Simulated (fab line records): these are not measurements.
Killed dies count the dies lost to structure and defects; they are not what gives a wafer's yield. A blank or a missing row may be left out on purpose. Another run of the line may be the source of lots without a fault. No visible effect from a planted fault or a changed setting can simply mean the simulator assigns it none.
Comparing a struck lot with a sound one || flow nand_harc || 17 out of 1159 route steps
Sound: these wafers, L875.1, L875.4, L875.6. Wafers L883.2, L883.4, L883.6 were the ones struck. The cause is named last.
Each step with rows lists, per side, the tool, then ch with its chambers, then its first start. Under that, the readings that differ: sound wafers || struck wafers || difference of the means || sigmas: that difference in standard deviations of wafers without a fault.
alike: words and numbers the same on both sides, and readings whose means are apart by under 2 such deviations; not compared: readings that were withheld, readings missing a value for some wafer, numbers with overlapping values and no deviation given by the record, and bounds like >300 which may hide the same value.
The two part at a step that has a row with sigmas, a row that says differs or no value, or rows on one side only. Numbers that have no deviation but don't overlap get no sigmas and don't part them. A reading missing from all wafers of one side parts the sides only when that side holds two or more wafers.

NHARC_P_GATE_CD_MEAS_46 targets a cd of 720 nm.
  sound on cd_sem-01 ch 0, day 5 05:53; struck on cd_sem-02 ch 0, day 7 08:14
  alike: cd_nm
then, 1 step without rows for these wafers: NHARC_P_GATE_HARDBAKE_47 (time 80 s).
NHARC_P_GATE_DESCUM_48: chemistry O2, time 3 s.
  sound on rie_diel-12 ch 0,1,2, day 5 06:02; struck on rie_diel-11 ch 0,2, day 7 08:26
  alike: drypump_motor_current_A, o2_flow_sccm, oes_product_au, rf_vpp_V, showerhead_plenum_p_Torr, throttle_valve_pct
  not compared: rf_hours_counter_h
then, 1 step without rows for these wafers: NHARC_P_GATE_IMPLANT_49.
NHARC_P_GATE_STRIP_111: strips in N2/H2, time 250 s.
  sound on plasma_asher-02 ch 1, day 5 07:15; struck on plasma_asher-01 ch 0,1, day 7 08:53
  alike: drypump_motor_current_A, heater_power_w, rf_refl_power_W
  not compared: rf_hours_counter_h
NHARC_P_GATE_STRIP_75: strips in O2.
  sound on plasma_asher-02 ch 1, day 5 07:34; struck on plasma_asher-01 ch 0,1, day 7 09:08
  alike: drypump_motor_current_A, heater_power_w, rf_refl_power_W
  not compared: rf_hours_counter_h
then, 6 steps without rows for these wafers: NHARC_P_GATE_STRIP_50 (strips in SPM, time 900 s); NHARC_P_GATE_DEHYDRATE_51 (time 120 s); NHARC_P_GATE_HMDS_52 (time 30 s); NHARC_P_GATE_COAT_53; NHARC_P_GATE_SOFTBAKE_54 (time 95 s); NHARC_P_GATE_EBR_55.
NHARC_P_GATE_EXPOSE_56: exposes mask P PSD, target cd 720 nm.
  sound on krf_scanner-03 ch 0, day 5 08:13; struck on krf_scanner-03 ch 0, day 7 09:54
{"reading": "mask", "sound": "P_PSD#0 P_PSD#0 P_PSD#0", "struck": "P_PSD_R1#0 P_PSD_R1#0 P_PSD_R1#0", "difference": "differs", "sigmas": ""}
then, 2 steps without rows for these wafers: NHARC_P_GATE_PEB_57 (peb time 85 s); NHARC_P_GATE_DEVELOP_58 (time 70 s).
NHARC_P_GATE_CD_MEAS_59 targets a cd of 720 nm.
  sound on cd_sem-01 ch 0, day 5 08:22; struck on cd_sem-03 ch 0, day 7 10:03
{"reading": "cd_nm (nm)", "sound": "721.9 722.0 721.9", "struck": "697.8 696.7 696.1", "difference": -25.1, "sigmas": -9}
then, 1 step without rows for these wafers: NHARC_P_GATE_HARDBAKE_60 (time 80 s).

WHERE THEY PART
Earliest at NHARC_P_GATE_EXPOSE_56; latest, in this record, at NHARC_P_GATE_CD_MEAS_59.

WHY: what the simulator had put in
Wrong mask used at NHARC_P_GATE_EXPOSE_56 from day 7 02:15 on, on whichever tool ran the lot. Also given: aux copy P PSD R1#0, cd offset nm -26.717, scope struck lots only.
